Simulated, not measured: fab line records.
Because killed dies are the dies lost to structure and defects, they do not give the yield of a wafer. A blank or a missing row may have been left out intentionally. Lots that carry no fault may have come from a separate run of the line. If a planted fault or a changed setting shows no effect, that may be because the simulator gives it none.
Split-lot experiment / flow n5 finfet / 7 lots, 21 wafers read, on a route of 1938 steps

== THE SPLIT ITSELF ==
At N5_SD_EPI_P_COAT_34 (time 60 s, resist thk 350 nm), the setting spin rpm was moved away from the recipe's 1500 rpm on 9 of the 21 wafers read, by -8.3% to +10.7%. This setting was run at the recipe's value on the other wafers.

Reading taken at the split's own step.

== THE READING ==
SOC_of_SD_EPI_P_COAT_34.thk nm (the simulator's own value, which no gauge read), in nm, at N5_SD_EPI_P_COAT_34 (time 60 s, resist thk 350 nm). The file does not state a usual value for it. Across the 12 wafers here that went through the recipe, the average is 349.9 nm and the standard deviation 1.1 nm.

wafer=L074.3; tool, chamber at the split=litho track-04, 0; spin rpm as run, rpm=1593; against the recipe=+6.2%; SOC_of_SD_EPI_P_COAT_34.thk nm, nm=339.8; against lot-mates on the recipe=-10.3
wafer=L074.4; tool, chamber at the split=litho track-04, 0; spin rpm as run, rpm=1500; against the recipe=recipe; SOC_of_SD_EPI_P_COAT_34.thk nm, nm=350.4; against lot-mates on the recipe=-
wafer=L074.6; tool, chamber at the split=litho track-04, 0; spin rpm as run, rpm=1500; against the recipe=recipe; SOC_of_SD_EPI_P_COAT_34.thk nm, nm=349.8; against lot-mates on the recipe=-
wafer=L076.3; tool, chamber at the split=litho track-01, 0; spin rpm as run, rpm=1660; against the recipe=+10.7%; SOC_of_SD_EPI_P_COAT_34.thk nm, nm=331.8; against lot-mates on the recipe=-16.8
wafer=L076.4; tool, chamber at the split=litho track-01, 0; spin rpm as run, rpm=1660; against the recipe=+10.7%; SOC_of_SD_EPI_P_COAT_34.thk nm, nm=331.4; against lot-mates on the recipe=-17.2
wafer=L076.6; tool, chamber at the split=litho track-01, 0; spin rpm as run, rpm=1500; against the recipe=recipe; SOC_of_SD_EPI_P_COAT_34.thk nm, nm=348.6; against lot-mates on the recipe=-
wafer=L081.2; tool, chamber at the split=litho track-01, 0; spin rpm as run, rpm=1450; against the recipe=-3.3%; SOC_of_SD_EPI_P_COAT_34.thk nm, nm=358.4; against lot-mates on the recipe=+6.4
wafer=L081.3; tool, chamber at the split=litho track-01, 0; spin rpm as run, rpm=1500; against the recipe=recipe; SOC_of_SD_EPI_P_COAT_34.thk nm, nm=352; against lot-mates on the recipe=-
wafer=L081.4; tool, chamber at the split=litho track-01, 0; spin rpm as run, rpm=1450; against the recipe=-3.3%; SOC_of_SD_EPI_P_COAT_34.thk nm, nm=357.8; against lot-mates on the recipe=+5.8
wafer=L084.3; tool, chamber at the split=litho track-05, 0; spin rpm as run, rpm=1500; against the recipe=recipe; SOC_of_SD_EPI_P_COAT_34.thk nm, nm=351.8; against lot-mates on the recipe=-
wafer=L084.4; tool, chamber at the split=litho track-05, 0; spin rpm as run, rpm=1576; against the recipe=+5.1%; SOC_of_SD_EPI_P_COAT_34.thk nm, nm=343.4; against lot-mates on the recipe=-8.4
wafer=L084.5; tool, chamber at the split=litho track-05, 0; spin rpm as run, rpm=1576; against the recipe=+5.1%; SOC_of_SD_EPI_P_COAT_34.thk nm, nm=343.2; against lot-mates on the recipe=-8.6
wafer=L094.4; tool, chamber at the split=litho track-05, 0; spin rpm as run, rpm=1376; against the recipe=-8.3%; SOC_of_SD_EPI_P_COAT_34.thk nm, nm=365; against lot-mates on the recipe=+16.0
wafer=L094.5; tool, chamber at the split=litho track-05, 0; spin rpm as run, rpm=1376; against the recipe=-8.3%; SOC_of_SD_EPI_P_COAT_34.thk nm, nm=365.4; against lot-mates on the recipe=+16.4
wafer=L094.6; tool, chamber at the split=litho track-05, 0; spin rpm as run, rpm=1500; against the recipe=recipe; SOC_of_SD_EPI_P_COAT_34.thk nm, nm=349; against lot-mates on the recipe=-
wafer=L095.1; tool, chamber at the split=litho track-01, 0; spin rpm as run, rpm=1500; against the recipe=recipe; SOC_of_SD_EPI_P_COAT_34.thk nm, nm=349.2; against lot-mates on the recipe=-
wafer=L095.4; tool, chamber at the split=litho track-01, 0; spin rpm as run, rpm=1500; against the recipe=recipe; SOC_of_SD_EPI_P_COAT_34.thk nm, nm=349; against lot-mates on the recipe=-
wafer=L095.5; tool, chamber at the split=litho track-01, 0; spin rpm as run, rpm=1500; against the recipe=recipe; SOC_of_SD_EPI_P_COAT_34.thk nm, nm=348.6; against lot-mates on the recipe=-
wafer=L096.4; tool, chamber at the split=litho track-01, 0; spin rpm as run, rpm=1500; against the recipe=recipe; SOC_of_SD_EPI_P_COAT_34.thk nm, nm=350.6; against lot-mates on the recipe=-
wafer=L096.5; tool, chamber at the split=litho track-01, 0; spin rpm as run, rpm=1500; against the recipe=recipe; SOC_of_SD_EPI_P_COAT_34.thk nm, nm=350.4; against lot-mates on the recipe=-
wafer=L096.6; tool, chamber at the split=litho track-01, 0; spin rpm as run, rpm=1500; against the recipe=recipe; SOC_of_SD_EPI_P_COAT_34.thk nm, nm=350; against lot-mates on the recipe=-

FIT RESULTS
A straight line over all 21 wafers: SOC_of_SD_EPI_P_COAT_34.thk nm changes by -1.76 nm for each +1% of spin rpm; r = -0.99; the points scatter about the line by 1.3 nm.
The same after taking each lot's own level away (the mean of its wafers on the recipe; 21 wafers): -1.74 nm for each +1%; r = -1.00; scatter 0.71 nm.
On that fit, the largest move of spin rpm shifts the reading by 19 nm.
The span of the lots' own levels, 348.60 to 352.00 nm, comes to 3.1 times the standard deviation stated above.
Hence the lot-to-lot level has little effect on the slope; both slopes agree.
Check: for one of the wafers moved furthest among these (+10.7%), held out of the fit, the line's prediction against its lot-mates is -18.6 nm. Against them it came out at -16.8 nm.

== THE OTHER SPLITS THESE WAFERS WENT THROUGH ==
Note: prior to the reading, these wafers also went through further splits. Each is held against what the fit with the lots' levels taken away leaves over:
other split on the same wafers=N5_ZERO_LAYER_EXPOSE_08 dose mj; wafers away from the commonest value=2; r with SOC_of_SD_EPI_P_COAT_34.thk nm (lot level and that fit taken away)=-0.13
other split on the same wafers=N5_ZERO_LAYER_DEVELOP_10 develop time s; wafers away from the commonest value=9; r with SOC_of_SD_EPI_P_COAT_34.thk nm (lot level and that fit taken away)=+0.05
other split on the same wafers=N5_WELL_APT_EXPOSE_22 dose mj; wafers away from the commonest value=8; r with SOC_of_SD_EPI_P_COAT_34.thk nm (lot level and that fit taken away)=+0.05
other split on the same wafers=N5_WELL_APT_PEB_23 peb time s; wafers away from the commonest value=4; r with SOC_of_SD_EPI_P_COAT_34.thk nm (lot level and that fit taken away)=+0.14
other split on the same wafers=N5_FIN_SAQP_SPACER1_ALD_24 ald cycles; wafers away from the commonest value=8; r with SOC_of_SD_EPI_P_COAT_34.thk nm (lot level and that fit taken away)=-0.12
other split on the same wafers=N5_FIN_CUT_COAT_02 spin rpm; wafers away from the commonest value=6; r with SOC_of_SD_EPI_P_COAT_34.thk nm (lot level and that fit taken away)=-0.10
other split on the same wafers=N5_DUMMY_GATE_ETCH_37 source w; wafers away from the commonest value=9; r with SOC_of_SD_EPI_P_COAT_34.thk nm (lot level and that fit taken away)=-0.13

== FILE'S OWN FIT ==
SOC_of_SD_EPI_P_COAT_34.thk nm changes by -1.72 nm for each +1% of spin rpm, r = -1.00.
